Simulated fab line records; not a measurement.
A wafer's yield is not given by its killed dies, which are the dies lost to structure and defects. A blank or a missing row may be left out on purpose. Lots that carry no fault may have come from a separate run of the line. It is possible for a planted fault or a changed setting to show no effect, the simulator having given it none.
Matching of chambers	flow n5_finfet	N5_BEOL_M0_SAQP_HM_OPEN_112 on rie_diel-02 has 4 sister chambers
The step chemistry CHF3/O2, target SiO2, stops on a-Si, target depth 12 nm, time 13.5 s. 16 wafers are shown with their chamber, then 8 later ones without.

## WAFERS, EACH WITH ITS CHAMBER
wafer	chamber	showerhead_plenum_p_Torr (Torr)	drypump_motor_current_A (A)	rf_vpp_V (V)
L075.3	0	2.49	5.7	545
L075.4	2	2.57	5.7	520
L075.6	0	2.49	5.7	544
L077.3	1	2.42	5.8	516
L077.4	2	2.57	5.7	521
L077.6	0	2.49	5.7	545
L079.3	2	2.56	5.7	520
L079.4	3	2.22	6.3	527
L079.5	1	2.41	5.8	517
L083.2	1	2.41	5.8	518
L083.3	2	2.56	5.7	520
L083.4	3	2.22	6.3	529
L085.4	2	2.56	5.7	519
L085.5	0	2.48	5.6	545
L085.6	3	2.22	6.3	529
L088.3	3	2.22	6.3	528

SIGNATURES (means of the wafers above)
reading	chamber 0	chamber 1	chamber 2	chamber 3	scatter within a chamber
showerhead_plenum_p_Torr	2.4875	2.4133	2.5640	2.2200	0.00467
drypump_motor_current_A	5.675	5.800	5.700	6.300	0.025
rf_vpp_V	544.75	517.00	520.00	528.25	0.791
Rule: for a wafer and a chamber, the distance is found by dividing, reading by reading, the gap between the wafer's reading and the chamber's mean by the reading's scatter, squaring, summing and taking the root. The wafer belongs to the nearest chamber; if the next one is less than 2 further off, it can't be placed. The scatter: the root of (the sum of the squares of (reading less its chamber's mean) over the shown wafers, divided by (wafers less chambers)).

## WAFERS WITHOUT THEIR CHAMBER
wafer	showerhead_plenum_p_Torr (Torr)	drypump_motor_current_A (A)	rf_vpp_V (V)
L088.5	2.48	5.7	545
L088.6	2.22	6.3	528
L089.3	2.48	5.7	544
L089.5	2.55	5.8	520
L089.6	2.22	6.3	527
L092.2	2.48	5.7	544
L092.4	2.55	5.7	520
L092.5	2.21	6.3	528

## WHICH CHAMBER EACH WENT THROUGH
wafer	from the rows above	in truth
L088.5	0	0
L088.6	3	3
L089.3	0	0
L089.5	2	2
L089.6	3	3
L092.2	0	0
L092.4	2	2
L092.5	3	3
Correctly placed: 8 of 8. Number that these rows cannot place: 0. Placed wrongly: 0.
